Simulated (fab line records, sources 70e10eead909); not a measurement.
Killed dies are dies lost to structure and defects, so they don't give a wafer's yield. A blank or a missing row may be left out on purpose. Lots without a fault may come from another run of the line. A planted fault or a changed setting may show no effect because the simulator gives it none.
A struck lot beside a sound one | flow nand_harc | 15 steps out of a route of 1302
Sound: wafers L560.1, L560.4, L560.5. Struck: wafers L562.1, L562.2, L562.4. The cause comes at the end.
At each step with rows: each side's tool, then ch and its chambers, then its first start. Under that, the readings that differ: sound wafers | struck wafers | difference of the means | sigmas: that difference in standard deviations of wafers without a fault.
alike: readings whose means differ by less than 2 such deviations, and words and numbers that are the same on both sides. not compared: withheld readings, readings that some wafer has no value for, bounds like >300 that may hide the same value, and numbers for which the record gives no deviation and whose values overlap.
The two part at a step that has a row with sigmas, a row that says differs or no value, or rows on one side only. Numbers that don't overlap but have no deviation are shown without sigmas and don't part them. A reading that every wafer of one side lacks parts them only if that side has two wafers or more.

first, 4 steps without rows for these wafers: NHARC_P_M2_EBR_05; NHARC_P_M2_EXPOSE_06 (exposes mask P M2, target cd 170 nm); NHARC_P_M2_PEB_07 (peb time 65 s); NHARC_P_M2_DEVELOP_08 (develop time 35 s).
NHARC_P_M2_CD_MEAS_09: target cd 170 nm.
  sound on cd_sem-03 ch 0, day 8 04:19; struck on cd_sem-01 ch 0, day 9 00:50
  alike: cd_nm
NHARC_P_M2_OVL_MEAS_10: pitch 340 nm.
  sound on overlay-01, day 8 04:23; struck on overlay-02, day 9 00:56
  alike: overlay_x_nm, overlay_y_nm
NHARC_P_M2_INSPECT_11:
  sound on defect_inspect-01, day 8 04:26; struck on defect_inspect-01, day 9 00:58
  alike: raw_defect_count
NHARC_P_M2_DESCUM_14: chemistry O2, time 3 s.
  sound on rie_diel-02 ch 0,1, day 8 04:30; struck on rie_diel-09 ch 0,1,2, day 9 01:02
  alike: drypump_motor_current_A, oes_product_au, rf_vpp_V, showerhead_plenum_p_Torr, throttle_valve_pct
  not compared: rf_hours_counter_h
NHARC_P_M2_ETCH_35: etches the open film in N2/H2, target depth 40 nm, overetch 12 nm, time 43.94 s.
  sound on rie_diel-02 ch 0,1, day 8 04:36; struck on rie_diel-09 ch 0,2, day 9 01:08
  alike: drypump_motor_current_A, oes_product_au, rf_vpp_V, showerhead_plenum_p_Torr, throttle_valve_pct
  not compared: rf_hours_counter_h
NHARC_P_M2_ETCH_15: etches the open film in C4F8/Ar, target depth 182.5 nm, time 91.2 s.
  sound on rie_diel-02 ch 0,1; struck on rie_diel-09 ch 0,1,2
  alike: oes_product_au, rf_vpp_V
  not compared: rf_hours_counter_h
NHARC_P_M2_CD_MEAS_16:
  sound on cd_sem-01, day 8 04:50; struck on cd_sem-01, day 9 01:23
  alike: cd_nm
NHARC_P_M2_STRIP_18: strips in N2/H2.
  sound on rie_diel-01 ch 1,2,3, day 8 04:55; struck on rie_diel-01 ch 1,2,3, day 9 01:27
  alike: drypump_motor_current_A, oes_product_au, rf_vpp_V, showerhead_plenum_p_Torr, throttle_valve_pct
  not compared: rf_hours_counter_h
NHARC_P_M2_ETCH_28: etches the open film in CF4/N2, target depth 30 nm, time 72.99 s.
  sound on rie_diel-01 ch 0,2,3, day 8 05:10; struck on rie_diel-01 ch 0,1,3, day 9 01:42
  reading               | sound             | struck            | difference | sigmas
  oes_product_au (a.u.) | 1.012 1.001 0.998 | 0.863 0.850 0.858 | -0.147     | -18
  alike: drypump_motor_current_A, rf_vpp_V, showerhead_plenum_p_Torr, throttle_valve_pct
  not compared: rf_hours_counter_h
then, 1 step without rows for these wafers: NHARC_P_M2_STRIP_19 (strips in post etch residue remover, time 600 s).
-- the record jumps here: 18 days lie between the struck wafers' starts before and after (it left off in module P_M2 and takes up again in module END, whose first step shown is number 1302 of the route) --
NHARC_END_SORT_01:
  sound on prober-02 ch 0, day 26 07:05; struck on prober-01 ch 0, day 26 21:10
  alike: defect_limited_yield, killed_at_array, killed_at_other, killed_at_periphery, killed_dies, killed_open, killed_short

WHERE THEY PART
Only at NHARC_P_M2_ETCH_28, within this record. Later steps at which nothing parts them and some readings are alike: NHARC_END_SORT_01.

WHY: what the simulator had put in
Process parameter drift: rie_diel-01, from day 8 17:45 on, at NHARC_P_M2_ETCH_28. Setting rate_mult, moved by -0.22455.
